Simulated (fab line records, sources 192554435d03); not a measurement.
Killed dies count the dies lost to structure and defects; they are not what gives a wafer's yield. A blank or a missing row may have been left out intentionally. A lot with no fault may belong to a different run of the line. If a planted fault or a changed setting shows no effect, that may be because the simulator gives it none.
Which of the tools did it? / flow n5_finfet / route of 1938 steps, sampled at 1 step: 11 lots, 30 wafers

## WHAT THE GAUGES READ, wafer by wafer
N5_BEOL_M4_RC_MEAS_101.
lot=L957; measured=day 8 21:22; on=prober-01; DIBL_N (mV/V)=38.5 35.3 37.7; DIBL_P (mV/V)=39.0 35.3 37.4; IOFF_N (nA/um)=0.20 0.14 0.18; IOFF_P (nA/um)=0.28 0.23 0.25; ION_N (uA/um)=687 662 690; ION_P (uA/um)=476 462 473; SS_N (mV/dec)=72.4 70.6 71.3; SS_P (mV/dec)=73.7 73.4 72.9; VT_N (mV)=247 249 246; VT_P (mV)=-245 -245 -245
lot=L956; measured=day 9 02:36; on=prober-02; DIBL_N (mV/V)=35.1 35.4 32.2; DIBL_P (mV/V)=35.7 37.1 32.7; IOFF_N (nA/um)=0.14 0.15 0.10; IOFF_P (nA/um)=0.18 0.21 0.16; ION_N (uA/um)=664 678 650; ION_P (uA/um)=451 468 450; SS_N (mV/dec)=71.3 71.5 70.5; SS_P (mV/dec)=73.3 73.0 72.2; VT_N (mV)=253 250 257; VT_P (mV)=-254 -250 -253
lot=L960; measured=day 10 02:25; on=prober-02; DIBL_N (mV/V)=29.9 35.6; DIBL_P (mV/V)=28.0 35.0; IOFF_N (nA/um)=0.08 0.17; IOFF_P (nA/um)=0.10 0.17; ION_N (uA/um)=634 681; ION_P (uA/um)=431 455; SS_N (mV/dec)=70.5 71.5; SS_P (mV/dec)=71.9 72.6; VT_N (mV)=259 247; VT_P (mV)=-261 -256
lot=L962; measured=day 10 11:17; on=prober-02; DIBL_N (mV/V)=37.8 32.0; DIBL_P (mV/V)=41.4 33.5; IOFF_N (nA/um)=0.19 0.10; IOFF_P (nA/um)=0.29 0.17; ION_N (uA/um)=672 647; ION_P (uA/um)=471 454; SS_N (mV/dec)=72.0 69.9; SS_P (mV/dec)=73.6 72.1; VT_N (mV)=249 255; VT_P (mV)=-245 -251
lot=L963; measured=day 10 14:29; on=prober-02; DIBL_N (mV/V)=35.6 35.6 33.2; DIBL_P (mV/V)=36.8 36.7 34.3; IOFF_N (nA/um)=0.15 0.15 0.12; IOFF_P (nA/um)=0.21 0.20 0.18; ION_N (uA/um)=663 690 657; ION_P (uA/um)=463 473 454; SS_N (mV/dec)=71.8 71.2 70.3; SS_P (mV/dec)=73.6 73.7 73.6; VT_N (mV)=252 251 255; VT_P (mV)=-248 -251 -251
lot=L964; measured=day 11 08:44; on=prober-02; DIBL_N (mV/V)=36.6 33.4; DIBL_P (mV/V)=35.0 33.1; IOFF_N (nA/um)=0.16 0.12; IOFF_P (nA/um)=0.21 0.20; ION_N (uA/um)=664 676; ION_P (uA/um)=459 476; SS_N (mV/dec)=71.3 71.6; SS_P (mV/dec)=73.4 72.1; VT_N (mV)=251 256; VT_P (mV)=-250 -250
lot=L965; measured=day 11 16:40; on=prober-02; DIBL_N (mV/V)=35.9 41.9 36.9; DIBL_P (mV/V)=35.5 41.5 35.8; IOFF_N (nA/um)=0.14 0.26 0.15; IOFF_P (nA/um)=0.19 0.29 0.19; ION_N (uA/um)=686 690 685; ION_P (uA/um)=468 470 461; SS_N (mV/dec)=71.3 73.5 71.1; SS_P (mV/dec)=72.7 74.6 73.0; VT_N (mV)=249 243 253; VT_P (mV)=-251 -248 -253
lot=L966; measured=day 11 16:50; on=prober-01; DIBL_N (mV/V)=38.2 35.4 34.8; DIBL_P (mV/V)=38.9 36.4 36.2; IOFF_N (nA/um)=0.18 0.13 0.15; IOFF_P (nA/um)=0.21 0.17 0.19; ION_N (uA/um)=669 667 698; ION_P (uA/um)=458 461 475; SS_N (mV/dec)=71.9 71.2 70.6; SS_P (mV/dec)=74.2 73.1 73.2; VT_N (mV)=249 253 248; VT_P (mV)=-252 -256 -252
lot=L971; measured=day 13 01:37; on=prober-02; DIBL_N (mV/V)=32.2 35.6 36.5; DIBL_P (mV/V)=32.2 35.7 37.0; IOFF_N (nA/um)=0.12 0.16 0.18; IOFF_P (nA/um)=0.19 0.24 0.29; ION_N (uA/um)=669 678 686; ION_P (uA/um)=476 466 475; SS_N (mV/dec)=70.6 71.2 71.6; SS_P (mV/dec)=71.6 72.7 73.8; VT_N (mV)=251 248 244; VT_P (mV)=-247 -244 -240
lot=L974; measured=day 14 05:14; on=prober-02; DIBL_N (mV/V)=42.3 34.6 38.5; DIBL_P (mV/V)=42.9 33.3 38.0; IOFF_N (nA/um)=0.26 0.12 0.19; IOFF_P (nA/um)=0.34 0.16 0.23; ION_N (uA/um)=684 661 680; ION_P (uA/um)=467 457 459; SS_N (mV/dec)=72.5 70.7 72.2; SS_P (mV/dec)=76.7 73.3 74.4; VT_N (mV)=247 254 247; VT_P (mV)=-246 -255 -250
lot=L975; measured=day 14 09:05; on=prober-01; DIBL_N (mV/V)=34.2 36.0 32.6; DIBL_P (mV/V)=36.4 37.1 33.2; IOFF_N (nA/um)=0.15 0.18 0.12; IOFF_P (nA/um)=0.21 0.22 0.17; ION_N (uA/um)=678 682 665; ION_P (uA/um)=460 462 457; SS_N (mV/dec)=71.5 71.9 71.3; SS_P (mV/dec)=74.1 73.2 72.6; VT_N (mV)=248 246 251; VT_P (mV)=-249 -250 -254

## TOOL THAT RAN EACH LOT (tool first, then ch and the chambers of the sampled wafers, then the start)
Before these readings, the record contains no process step.

## WHAT THE TOOLS THEMSELVES READ (means of the sampled wafers that have a number; where no wafer has one, the mark that the record gives instead)
The record holds no such reading with a usual standard deviation.

## THE ANSWER, worked out from the rows above alone
Rule: the lots themselves supply what counts as usual. The widest of any qualifying gaps counts: lots, ordered by their means at a reading, are off when they make up no more than a third of the lots, leave a main group of 4 or more, and stand apart from it by 3 or more times the standard deviation of that group's means. If all means in a main group match to the digits the tables above print for the reading, that group is not used. A lot without any number at a reading at which 4 lots or more have one is off too. Any other lot the step has rows for is counted as sound. First the gauges in route order, then the tools' own readings, where a lot's mean is used as printed above. At the first step where some lot is off, the reading lying furthest off is the one used; lots without a number count as furthest.
Across all readings shown, no lot is off: no conclusion can be drawn from this.

## WHAT THE SIMULATOR HAD PUT IN
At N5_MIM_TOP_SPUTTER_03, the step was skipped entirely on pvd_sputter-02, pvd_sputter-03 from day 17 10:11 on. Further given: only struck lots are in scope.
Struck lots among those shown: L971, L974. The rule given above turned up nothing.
